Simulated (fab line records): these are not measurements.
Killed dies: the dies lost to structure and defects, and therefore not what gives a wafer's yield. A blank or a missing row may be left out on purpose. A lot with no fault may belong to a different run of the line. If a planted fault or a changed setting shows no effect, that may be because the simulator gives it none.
Which tool was responsible?    flow nandHarc    Sampling: 14 lots, 42 wafers, 6 of 1302 route steps

WHAT EACH GAUGE READ, for each wafer
NHARC_A_ONON_D2_THK_MEAS_08: measures by ellipsometry. Usual: 1001 nm for thkNm, sd 8.7.
lot   measured      on            thkNm (nm)      flag
L316  day 12 09:13  filmMetro-01  1009 1009 1008  
L317  day 12 19:35  filmMetro-01  1012 1010 1012  
L320  day 13 23:26  filmMetro-01  985 987 988     
L321  day 14 11:30  filmMetro-01  992 991 991     
L322  day 15 02:50  filmMetro-01  985 988 986     
L326  day 16 19:28  filmMetro-01  1015 1014 1016  
L331  day 18 19:17  filmMetro-02  984 982 983     
L330  day 18 19:25  filmMetro-01  1009 1011 1010  
L332  day 19 08:49  filmMetro-01  1005 1005 1005  
L334  day 20 06:09  filmMetro-01  1005 1005 1005  
L335  day 20 06:18  filmMetro-02  994 996 995     
L336  day 20 18:17  filmMetro-01  1006 1006 1008  
L338  day 21 19:03  filmMetro-02  1003 1002 1003  
L339  day 22 10:37  filmMetro-02  1000 1000 1000  

NHARC_A_ONON_D2_THK_MEAS_30: measures by ellipsometry. Usual: 1003 nm for thkNm, sd 7.2.
lot   measured      on            thkNm (nm)      flag
L316  day 12 20:03  filmMetro-01  995 997 997     
L317  day 13 07:05  filmMetro-01  999 998 999     
L320  day 14 10:31  filmMetro-01  1187 1183 1185  OFF
L321  day 14 22:42  filmMetro-02  1181 1181 1181  OFF
L322  day 15 13:52  filmMetro-02  1197 1196 1196  OFF
L326  day 17 09:52  filmMetro-01  1003 1004 1005  
L331  day 19 06:42  filmMetro-02  996 998 998     
L330  day 19 06:43  filmMetro-01  1004 1005 1003  
L332  day 19 20:16  filmMetro-02  991 992 991     
L334  day 20 16:53  filmMetro-01  990 992 989     
L335  day 20 16:55  filmMetro-01  1010 1011 1012  
L336  day 21 12:53  filmMetro-02  1002 1003 1002  
L338  day 22 05:51  filmMetro-01  1009 1010 1008  
L339  day 22 22:30  filmMetro-01  992 991 992     

NHARC_A_ONON_D2_THK_MEAS_34: measures by ellipsometry. Usual: 200 nm for thkNm, sd 3.2.
lot   measured      on            thkNm (nm)   flag
L316  day 12 20:31  filmMetro-02  199 196 200  
L317  day 13 07:34  filmMetro-02  199 202 198  
L320  day 14 10:59  filmMetro-02  196 201 199  
L321  day 14 23:10  filmMetro-01  199 206 204  
L322  day 15 14:35  filmMetro-02  202 205 200  
L326  day 17 10:20  filmMetro-02  202 196 201  
L331  day 19 07:10  filmMetro-01  202 200 201  
L330  day 19 07:12  filmMetro-02  197 195 199  
L332  day 19 20:44  filmMetro-01  198 196 201  
L334  day 20 17:22  filmMetro-01  195 203 202  
L335  day 20 17:23  filmMetro-02  202 203 206  
L336  day 21 13:35  filmMetro-02  201 202 199  
L338  day 22 06:19  filmMetro-01  205 202 201  
L339  day 22 22:58  filmMetro-01  197 201 200  

NHARC_END_SORT_01. Usual: killedAtArray 59, standard deviation 21; killedAtOther 0.8, standard deviation 1.1; killedAtPeriphery 4.1, standard deviation 2.8; killedDies 64, standard deviation 20; killedOpen 3.1, standard deviation 1.7; killedShort 2.4, standard deviation 1.6.
lot   measured      on         killedAtArray  killedAtOther  killedAtPeriphery  killedDies  killedOpen  killedShort  flag
L330  day 30 19:57  prober-01  77 77 67       0 0 1          10 8 6             87 85 74    4 3 5       2 2 1        

WHAT TOOL EACH LOT RAN ON (gives the tool, then ch and the chambers of the sampled wafers, and finally the start)
lot   NHARC_A_ONON_D2_DEP_28           NHARC_A_CHANNEL_HOLE_D2_DEP_01
L316  pecvdOnon-01 ch 0, day 12 19:36  pecvd-01 ch 0,1,2, day 12 23:01
L317  pecvdOnon-01 ch 0, day 13 06:38  pecvd-02 ch 0,2, day 13 10:25
L320  pecvdOnon-01 ch 0, day 14 10:04  pecvd-03 ch 1,2, day 14 13:03
L321  pecvdOnon-01 ch 0, day 14 22:15  pecvd-03 ch 1,2, day 15 01:16
L322  pecvdOnon-01 ch 0, day 15 13:32  pecvd-02 ch 0,1,2, day 15 19:11
L326  pecvdOnon-04 ch 0, day 17 09:22  pecvd-03 ch 0,1,2, day 17 16:13
L331  pecvdOnon-04 ch 0, day 19 06:22  pecvd-01 ch 0,1,2, day 19 09:56
L330  pecvdOnon-01 ch 0, day 19 06:11  pecvd-02 ch 0,1,2, day 19 10:43
L332  pecvdOnon-04 ch 0, day 19 19:46  pecvd-01 ch 1,2, day 19 22:46
L334  pecvdOnon-04 ch 0, day 20 16:30  pecvd-03 ch 0,2, day 20 19:28
L335  pecvdOnon-01 ch 0, day 20 16:28  pecvd-02 ch 1,2, day 20 21:20
L336  pecvdOnon-01 ch 0, day 21 12:34  pecvd-02 ch 0,1,2, day 21 18:19
L338  pecvdOnon-04 ch 0, day 22 05:31  pecvd-03 ch 0,1,2, day 22 08:29
L339  pecvdOnon-01 ch 0, day 22 22:07  pecvd-03 ch 0,1,2, day 23 01:04
- NHARC_A_ONON_D2_DEP_28: target thk 1000 nm.
- NHARC_A_CHANNEL_HOLE_D2_DEP_01: deposits SiON, target thk 140 nm.

WHAT THE TOOLS THEMSELVES READ (means of the sampled wafers that have a number; where no wafer has one, the mark that the record gives instead)
NHARC_A_CHANNEL_HOLE_D2_DEP_01. Usual: heaterPowerW 788 W, standard deviation 120; showerheadVppV 1180 V, standard deviation 74.
lot   tool      heaterPowerW (W)  showerheadVppV (V)  flag
L316  pecvd-01  804               1155                
L317  pecvd-02  758               1255                
L320  pecvd-03  922               1114                
L321  pecvd-03  953               1182                
L322  pecvd-02  753               1200                
L326  pecvd-03  835               1168                
L331  pecvd-01  762               1168                
L330  pecvd-02  759               1219                
L332  pecvd-01  870               1165                
L334  pecvd-03  781               1158                
L335  pecvd-02  801               1213                
L336  pecvd-02  789               1210                
L338  pecvd-03  840               1170                
L339  pecvd-03  833               1179                

THE ANSWER, worked out from the rows above alone
Rule: a lot is off if the mean of its wafers that have a number lies more than 3 standard deviations from the usual mean. A lot without any number at a reading at which 4 lots or more have one is off too. Where the step has rows for the other lots, those lots are counted as sound. After the gauges, taken in route order, come the tools' own readings; for these a lot's mean is taken, as printed above. The first step at which some lot is off is used, and at that step the reading that is off furthest; a lot without a number counts as furthest.
Off: L320, L321, L322, at NHARC_A_ONON_D2_THK_MEAS_30 (thkNm).
A tool fits if, at a process step before that reading, it ran every lot that is off, and no sound lot after the first of them. Gauges at NHARC_A_ONON_D2_THK_MEAS_30: tried the same way as those tools. No candidate that was tried fits.

WHAT WAS PUT IN BY THE SIMULATOR
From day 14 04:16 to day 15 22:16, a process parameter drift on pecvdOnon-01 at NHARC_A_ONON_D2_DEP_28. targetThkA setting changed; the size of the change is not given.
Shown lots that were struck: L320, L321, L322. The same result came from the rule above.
